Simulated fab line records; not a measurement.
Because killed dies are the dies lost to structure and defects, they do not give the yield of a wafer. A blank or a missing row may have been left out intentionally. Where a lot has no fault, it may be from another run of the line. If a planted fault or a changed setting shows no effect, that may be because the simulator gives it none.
fab line records	flow n5-finfet
record: lots: 11	wafers: 33	last-day: 18
route steps=1938 shown BEOL_M7@1321 BEOL_M8@1335 PASSIVATION@1936
lots that met no fault: from a run of the same line without faults
start-h: hours from the record's opening day to when the first of the lot's shown wafers began	wait-h: hours from the lot's prior step to this one	" as in the row above	L1.1+2: a row that stands for several wafers	- value missing, or start not given	* or withheld: withheld	< > ~ a bound
route shown NAME@n: a module of which the file shows steps, and the number in the route of the first	usual: average and standard deviation across the fault-free wafers	same: alike in all rows	chamber/n: place in a boat	sites: each site's reading	_std_site: standard deviation of those values	_edge_site: inner sites' mean taken away from outer sites' mean	radius-mm: for every site, how far away it sits from the centre of the wafer	mask NAME#n: copy n	behind: the last tool/chamber to shape the wafer	hold: why the lot went on hold/how many hours it stayed there/how the hold came to an end	device: which transistor (n, p or np) failed to switch	end of line: tests run on the same wafers once the route is complete	step lacking rows: just its recipe	killed: count of dies lost to structure and defects at first sort (not the wafer's yield)	map: shows each die of a wafer: x if killed, . if not, _ if none is there
set.NAME: the setting the step ran with; set.NAME@STEP: the setting that earlier step ran with	model.NAME: the simulator's own value behind a step, which no gauge read
a sample of lots followed through the steps of the route, with each step as a table and each wafer as a row
services: when a tool's chamber went out of use (start-h, in hours from the record's first day, below 0 if earlier), for how many hours, and the reason
== steps ==
step: N5_BEOL_M7_SURFACE_TREAT_79
recipe: gas: Ar	time-s: *	ion-energy-ev: *	ion-current-ma-cm2: 0.5	pressure-mtorr: *	ar-flow-sccm: 30
usual: throttle-valve-pct: *
lot.wafer	tool	chamber	start-h	wait-h	throttle-valve-pct
L951.2	pvd-sputter-02	-	200.95	0.2	*
L951.3	"	-	"	"	*
L951.4	"	-	"	"	*
L950.4	pvd-sputter-03	-	207.74	0.6	*
L950.5	"	-	"	"	*
L950.6	"	-	"	"	*
L952.2	pvd-sputter-01	-	223.42	0.2	*
L952.3	"	-	"	"	*
L952.6	"	-	"	"	*
L953.1	pvd-sputter-01	-	224.12	0.2	*
L953.2	"	-	"	"	*
L953.4	"	-	"	"	*
L954.1	pvd-sputter-01	-	231.73	0.2	*
L954.2	"	-	"	"	*
L954.4	"	-	"	"	*
L957.3	pvd-sputter-03	-	249.00	0.2	*
L957.5	"	-	"	"	*
L957.6	"	-	"	"	*
L959.3	pvd-sputter-03	-	279.73	0.3	*
L959.4	"	-	"	"	*
L959.5	"	-	"	"	*
L964.2	pvd-sputter-03	-	296.11	0.2	*
L964.3	"	-	"	"	*
L964.6	"	-	"	"	*
L963.1	pvd-sputter-02	-	299.15	0.2	*
L963.3	"	-	"	"	*
L963.4	"	-	"	"	*
L966.3	pvd-sputter-01	-	299.67	0.4	*
L966.4	"	-	"	"	*
L966.5	"	-	"	"	*
L973.1	pvd-sputter-03	-	357.39	0.2	*
L973.2	"	-	"	"	*
L973.4	"	-	"	"	*
step: N5_BEOL_M7_CMP_52
recipe: stop-on: SiCOH_lowk	t-overpolish-s: 6.9	down-force-psi: 1	platen-rpm: 50	clearing-platen-down-force-psi: 1.5	clearing-platen-rpm: 50	post-cmp-clean: cu-alkaline	target-thk-nm: 80	clearing-platen-pad-velocity-m-s: 0.99484	pad-velocity-m-s: 0.99484
usual: barrier-field-endpoint-s: 29.1/0.81	motor-current-A: 6.0/0.69	overpolish-run-s: 6.900/0.01	time-to-endpoint-s: 63/3.8
lot.wafer	tool	chamber	start-h	wait-h	barrier-field-endpoint-s	motor-current-A	overpolish-run-s	time-to-endpoint-s
L951.3	cmp-04	2	201.67	0.2	29.3	6.2	6.899	63
L951.4	"	3	"	"	29.5	5.8	6.917	65
L951.2	"	1	"	"	29.2	5.2	6.901	64
L950.4	cmp-03	3	208.52	0.1	28.7	6.9	6.898	67
L950.5	"	3	"	"	29.6	7.2	6.890	66
L950.6	"	0	"	"	29.3	6.3	6.885	64
L952.2	cmp-04	3	224.40	0.2	27.6	5.7	6.909	56
L952.3	"	0	"	"	28.0	4.9	6.903	58
L952.6	"	3	"	"	28.4	5.8	6.901	58
L953.1	cmp-04	0	226.61	0.3	28.2	4.7	6.893	61
L953.2	"	2	"	"	28.3	6.2	6.899	59
L953.4	"	3	"	"	28.5	5.5	6.897	58
L954.4	cmp-01	0	232.76	0.1	30.5	6.7	6.892	71
L954.2	"	1	"	"	29.0	5.0	6.910	68
L954.1	"	3	"	"	30.2	6.7	6.895	72
L957.3	cmp-04	3	250.05	0.5	28.4	5.7	6.912	60
L957.5	"	0	"	"	29.0	4.7	6.895	60
L957.6	"	1	"	"	28.9	5.5	6.917	63
L959.3	cmp-04	3	280.84	0.2	29.4	5.6	6.901	62
L959.4	"	2	"	"	29.6	6.3	6.893	60
L959.5	"	3	"	"	27.8	5.6	6.910	60
L964.2	cmp-01	0	297.43	0.2	28.7	6.4	6.912	62
L964.3	"	3	"	"	29.3	6.4	6.912	63
L964.6	"	0	"	"	28.7	6.5	6.900	64
L963.1	cmp-01	3	300.47	0.3	28.5	6.8	6.922	62
L963.3	"	1	"	"	27.4	5.1	6.898	59
L963.4	"	2	"	"	28.5	6.1	6.897	56
L966.3	cmp-03	2	301.00	0.2	28.0	6.5	6.889	61
L966.4	"	3	"	"	29.8	6.9	6.899	67
L966.5	"	2	"	"	28.2	6.1	6.912	60
L973.4	cmp-04	3	358.23	0.2	29.4	5.4	6.886	63
L973.2	"	0	"	"	28.6	4.8	6.887	62
L973.1	"	1	"	"	29.1	5.4	6.882	64
step: N5_BEOL_M8_PECVD_70
recipe: material: SiO2	target-thk-a: 200	temp-c: 400	precursor: TEOS/O2	pressure-torr: 5.5	rf-w: 450	teos-flow-sccm: 53.8	gas: O2	flow-sccm: 3000	time-s: 22.7
usual: heater-power-w: 734/88	showerhead-plenum-p-Torr: 8.75/0.061	susceptor-temp-C: 400.00/0.22	throttle-valve-pct: 22.1/0.97
lot.wafer	tool	chamber	start-h	wait-h	heater-power-w	showerhead-plenum-p-Torr	susceptor-temp-C	throttle-valve-pct
L951.2	pecvd-01	0	202.79	0.0	688	8.76	400.34	23.5
L951.3	"	1	"	"	688	8.68	400.12	22.7
L951.4	"	2	"	"	809	8.67	400.01	20.9
L950.4	pecvd-04	0	209.80	0.1	685	8.78	400.00	22.1
L950.5	"	0	"	"	698	8.75	399.70	21.9
L950.6	"	1	"	"	856	8.87	399.73	21.6
L952.2	pecvd-01	2	225.52	0.0	833	8.68	399.81	21.0
L952.3	"	1	"	"	652	8.71	399.98	22.6
L952.6	"	0	"	"	586	8.77	399.76	23.8
L953.1	pecvd-02	2	227.93	0.0	549	8.68	400.25	21.1
L953.2	"	0	"	"	759	8.77	400.14	21.2
L953.4	"	0	"	"	778	8.80	399.97	21.4
L954.1	pecvd-04	0	233.87	0.0	707	8.76	399.58	21.9
L954.2	"	2	"	"	945	8.85	399.77	21.3
L954.4	"	1	"	"	882	8.83	399.75	22.0
L957.3	pecvd-01	0	251.04	0.0	710	8.77	399.79	23.7
L957.5	"	0	"	"	689	8.79	399.97	23.8
L957.6	"	2	"	"	736	8.67	399.71	21.1
L959.3	pecvd-01	0	282.43	0.0	643	8.75	400.32	23.6
L959.4	"	1	"	"	693	8.70	400.23	22.8
L959.5	"	2	"	"	724	8.69	399.98	21.1
L964.2	pecvd-01	2	298.53	0.0	741	8.68	400.06	21.3
L964.3	"	0	"	"	703	8.78	400.23	23.8
L964.6	"	1	"	"	716	8.70	400.02	22.6
L963.1	pecvd-01	1	301.58	0.0	587	8.68	399.44	22.5
L963.3	"	0	"	"	762	8.77	428.85	23.8
L963.4	"	1	"	"	569	8.69	399.71	22.8
L966.3	pecvd-01	2	302.06	0.0	780	8.71	400.19	21.3
L966.4	"	1	"	"	570	8.73	400.00	22.5
L966.5	"	0	"	"	858	8.76	429.12	24.2
L973.1	pecvd-04	1	359.51	0.0	784	8.84	400.21	21.8
L973.2	"	0	"	"	730	8.75	400.03	22.3
L973.4	"	0	"	"	725	8.76	400.09	22.4
step: N5_BEOL_M8_CD_MEAS_11
recipe: target-cd-nm: 38.5	landing-energy-ev: 500	detector: se-inlens	polarity: opening
usual: cd-nm: 38.8/0.52
lot.wafer	tool	chamber	start-h	wait-h	cd-nm
L951.2	cd-sem-03	0	203.42	-	38.3
L951.3	"	0	"	"	38.4
L951.4	"	0	"	"	39.0
L950.4	cd-sem-01	0	211.78	-	38.3
L950.5	"	0	"	"	37.9
L950.6	"	0	"	"	38.4
L952.2	cd-sem-02	0	227.31	-	39.0
L952.3	"	0	"	"	38.4
L952.6	"	0	"	"	38.4
L953.1	cd-sem-01	0	230.19	-	38.7
L953.2	"	0	"	"	39.1
L953.4	"	0	"	"	39.9
L954.1	cd-sem-03	0	236.43	-	38.9
L954.2	"	0	"	"	38.7
L954.4	"	0	"	"	37.8
L957.3	cd-sem-03	0	252.54	-	38.3
L957.5	"	0	"	"	38.5
L957.6	"	0	"	"	38.7
L959.3	cd-sem-01	0	285.20	-	37.9
L959.4	"	0	"	"	39.1
L959.5	"	0	"	"	38.9
L964.2	cd-sem-03	0	299.26	-	39.4
L964.3	"	0	"	"	40.0
L964.6	"	0	"	"	39.5
L963.1	cd-sem-02	0	302.82	-	39.0
L963.3	"	0	"	"	38.3
L963.4	"	0	"	"	39.4
L966.3	cd-sem-01	0	303.04	-	38.3
L966.4	"	0	"	"	38.8
L966.5	"	0	"	"	39.5
L973.1	cd-sem-02	0	360.41	-	38.5
L973.2	"	0	"	"	38.7
L973.4	"	0	"	"	38.2
step: N5_BEOL_M8_CMP_52
recipe: stop-on: SiCOH_lowk	t-overpolish-s: 6.9	down-force-psi: 1	platen-rpm: 50	clearing-platen-down-force-psi: 1.5	clearing-platen-rpm: 50	post-cmp-clean: cu-alkaline	target-thk-nm: 80	clearing-platen-pad-velocity-m-s: 0.99484	pad-velocity-m-s: 0.99484
usual: barrier-field-endpoint-s: 28.6/0.7	motor-current-A: 6.0/0.57
lot.wafer	tool	chamber	start-h	wait-h	barrier-field-endpoint-s	motor-current-A
L951.4	cmp-02	1	209.86	0.1	29.3	6.0
L951.2	"	2	"	"	28.6	5.6
L951.3	"	0	"	"	29.0	5.6
L950.4	cmp-03	2	218.10	0.1	27.4	5.6
L950.5	"	2	"	"	27.7	6.2
L950.6	"	3	"	"	28.9	6.9
L952.2	cmp-02	2	231.70	0.3	27.7	5.5
L952.3	"	3	"	"	28.2	6.4
L952.6	"	2	"	"	29.1	5.2
L953.2	cmp-04	3	234.30	0.2	28.2	5.8
L953.1	"	0	"	"	28.2	4.7
L953.4	"	1	"	"	29.7	5.3
L954.2	cmp-03	3	245.30	0.2	28.8	7.3
L954.4	"	0	"	"	28.6	6.9
L954.1	"	2	"	"	27.8	6.1
L957.3	cmp-03	2	257.01	0.2	28.2	6.0
L957.6	"	2	"	"	28.1	6.0
L957.5	"	3	"	"	30.0	6.8
L959.4	cmp-03	0	288.85	0.1	28.6	6.7
L959.3	"	3	"	"	29.1	6.8
L959.5	"	0	"	"	29.1	6.6
L964.2	cmp-04	0	302.87	0.3	29.2	4.6
L964.3	"	1	"	"	29.2	5.1
L964.6	"	3	"	"	28.8	5.6
L963.3	cmp-02	3	306.40	0.2	24.1	6.0
L963.1	"	0	"	"	28.6	6.0
L963.4	"	2	"	"	28.9	5.7
L966.3	cmp-04	2	308.25	0.2	28.8	6.8
L966.4	"	1	"	"	30.0	5.6
L966.5	"	3	"	"	23.7	5.5
L973.1	cmp-04	2	365.59	0.3	28.9	6.6
L973.2	"	3	"	"	28.1	5.9
L973.4	"	0	"	"	28.9	4.7
step: N5_PASSIVATION_PROBE_49
usual: defect-limited-yield: 91.3/1.4	killed_at_M0_to_M3: 34/9.2	killed_at_M4_up: 13/5.3	killed-at-contacts: 12/6	killed-at-front-end: 39/12	killed-at-other: 4/3.3	killed-dies: 102/17	killed-open: 67/12	killed-short: 34/7.4	sort_bin_5_function: 5.1/1	sort_bin_6_memory: 3.2/0.6	sort-n-pass: 1078/17	sort-yield-pct: 91.3/1.4
same: gross-dies: 1180	killed-at-back-side: 0	sort_bin_4_leakage[%]: 0	sort_bin_8_speed[%]: 0
lot.wafer	tool	chamber	start-h	wait-h	defect-limited-yield[%]	killed_at_M0_to_M3	killed_at_M4_up	killed-at-contacts	killed-at-front-end	killed-at-other	killed-dies	killed-open	killed-short	sort_bin_5_function[%]	sort_bin_6_memory[%]	sort-n-pass	sort-yield-pct[%]
L957.3	prober-02	-	322.06	0.1	94.6	16	8	6	26	8	64	41	20	3.1	2.2	1116	94.6
L957.5	prober-02	-	322.16	0.2	91.5	22	16	17	43	2	100	65	29	5.3	2.8	1080	91.5
L957.6	prober-02	-	322.21	0.3	92.5	15	14	8	44	8	89	56	32	4.5	2.5	1091	92.5
L964.2	prober-02	-	370.80	0.1	91.7	37	17	4	40	0	98	70	21	4.2	2.9	1082	91.7
L964.3	prober-02	-	370.85	0.1	90.3	46	4	14	49	1	114	81	23	4.7	4.1	1066	90.3
L964.6	prober-02	-	371.00	0.3	92.3	41	15	9	25	1	91	66	25	5.2	2.5	1089	92.3
L963.1	prober-01	-	375.09	0.0	93.4	33	8	6	29	2	78	48	30	3.4	3.1	1102	93.4
L963.3	prober-01	-	375.19	0.1	92.5	35	14	11	27	1	88	64	23	4.3	3.1	1092	92.5
L963.4	prober-01	-	375.24	0.2	91.9	36	10	11	37	1	95	61	33	5.2	2.8	1085	91.9
killed by level:class
L957.3 DUMMY_GATE:geometric-particle:open=5 GATE_CUT:geometric-particle:open=5 BEOL_M0_SAQP:geometric-particle:open=4 BEOL_M1:geometric-particle:open=4 FIN_CUT:geometric-particle:open=3 STI_FIN_REVEAL:geometric-particle:open=3 BEOL_M4:geometric-particle:open=3 MOL_CONTACT_COAG:geometric-particle:open=3
L957.5 MOL_CONTACT_COAG:geometric-particle:open=16 BEOL_M2:geometric-particle:open=9 FIN_SAQP:geometric-particle:short=8 DUMMY_GATE:geometric-particle:open=7 BEOL_M0_SAQP:geometric-particle:open=6 FIN_SAQP:geometric-particle:open=4 BEOL_M4:geometric-particle:open=4 STARTING-WAFER:geometric-particle:short=4
L957.6 FIN_SAQP:geometric-particle:open=12 FIN_SAQP:geometric-particle:short=11 MOL_CONTACT_COAG:geometric-particle:open=8 BEOL_M4:geometric-particle:open=7 STI_FIN_REVEAL:geometric-particle:open=6 BEOL_M2:geometric-particle:open=4 STARTING-WAFER:geometric-particle:open=3 GATE_CUT:geometric-particle:short=3
L964.2 BEOL_M2:geometric-particle:open=12 BEOL_M3:geometric-particle:open=11 BEOL_M4:geometric-particle:open=9 FIN_SAQP:geometric-particle:short=8 BEOL_M0_SAQP:geometric-particle:open=7 HKMG_FIN:area-etch=6 FIN_SAQP:geometric-particle:open=4 STI_FIN_REVEAL:geometric-particle:open=4
L964.3 BEOL_M3:geometric-particle:open=23 STI_FIN_REVEAL:geometric-particle:open=14 MOL_CONTACT_COAG:geometric-particle:open=9 DUMMY_GATE:geometric-particle:open=9 BEOL_M0_SAQP:geometric-particle:open=9 HKMG_FIN:area-etch=8 BEOL_M0_SAQP:geometric-particle:short=5 DUMMY_GATE:geometric-particle:short=4
L964.6 BEOL_M3:geometric-particle:open=19 MOL_CONTACT_COAG:geometric-particle:open=8 BEOL_M1:geometric-particle:open=6 STI_FIN_REVEAL:geometric-particle:short=5 STI_FIN_REVEAL:geometric-particle:open=5 BEOL_M0_SAQP:geometric-particle:open=5 BEOL_M4:geometric-particle:open=5 DUMMY_GATE:geometric-particle:open=4
L963.1 BEOL_M0_SAQP:geometric-particle:open=8 BEOL_M0_SAQP:geometric-particle:short=7 DUMMY_GATE:geometric-particle:open=6 BEOL_M1:geometric-particle:open=5 BEOL_M3:geometric-particle:open=5 STARTING-WAFER:geometric-particle:open=5 GATE_CUT:geometric-particle:short=4 BEOL_M2:geometric-particle:open=4
L963.3 MOL_CONTACT_COAG:geometric-particle:open=9 BEOL_M3:geometric-particle:open=9 BEOL_M2:geometric-particle:open=7 FIN_SAQP:geometric-particle:open=5 BEOL_M0_SAQP:geometric-particle:open=5 BEOL_M0:geometric-particle:open=4 GATE_CUT:geometric-particle:short=4 STI_FIN_REVEAL:geometric-particle:open=3
L963.4 FIN_SAQP:geometric-particle:open=13 BEOL_M0_SAQP:geometric-particle:short=13 MOL_CONTACT_COAG:geometric-particle:open=8 DUMMY_GATE:geometric-particle:open=6 BEOL_M2:geometric-particle:open=6 FIN_SAQP:geometric-particle:short=5 BEOL_M1:geometric-particle:open=5 BEOL_M0_SAQP:geometric-particle:open=4
== services ==
tool	chamber	start-h	hours	kind
cmp-01	-	177.12	1.2	repair
pecvd-04	0	181.95	2.0	repair
pvd-sputter-01	-	182.92	8.3	repair
pecvd-04	-	188.59	2.2	repair
pecvd-04	-	205.00	0.8	repair
cmp-03	-	223.70	0.5	repair
cmp-03	-	228.34	5.3	pm
cmp-04	-	231.82	1.6	repair
cmp-02	-	233.52	6.2	pm
cmp-02	-	256.17	4.0	pm
cmp-03	-	258.86	7.2	repair
cmp-04	-	266.31	4.0	pm
cmp-03	-	267.94	1.7	repair
pecvd-04	-	269.27	1.5	repair
cmp-04	-	270.31	-	consumable-replace:conditioner
cmp-04	-	270.31	-	consumable-replace:pad
cmp-04	-	284.64	4.7	pm
pecvd-01	1	284.69	6.8	repair
pecvd-01	-	286.81	3.3	repair
cmp-01	-	320.80	4.0	pm
cmp-03	-	322.95	0.5	repair
cmp-04	-	331.14	0.2	repair
cmp-03	-	360.37	2.8	repair
pecvd-04	1	364.40	29.3	repair
== key ==
first-sign: step: N5_BEOL_M8_PECVD_70	reading: susceptor-temp-C	direction: up	sigmas: 99+	usual: *	struck: *
effect: step: N5_BEOL_M8_CMP_52	reading: barrier-field-endpoint-s	direction: down	sigmas: 6.7	usual: 28.6	struck: 23.9
met-at N5_BEOL_M8_PECVD_70
struck-lots L963,L966
struck-wafers L963.3,L966.5
not-acting-at N5_BEOL_M7_SURFACE_TREAT_79,N5_BEOL_M7_CMP_52,N5_BEOL_M8_CD_MEAS_11
onset-between 298.53 301.58
fault: kind: process-parameter-drift	tool: pecvd-01	chamber: 0	onset-h: 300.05	steps: N5_BEOL_M8_PECVD_70	channel: temp-c	offset: *	shape: step	end-h: 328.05	acts-in: *	stated: *
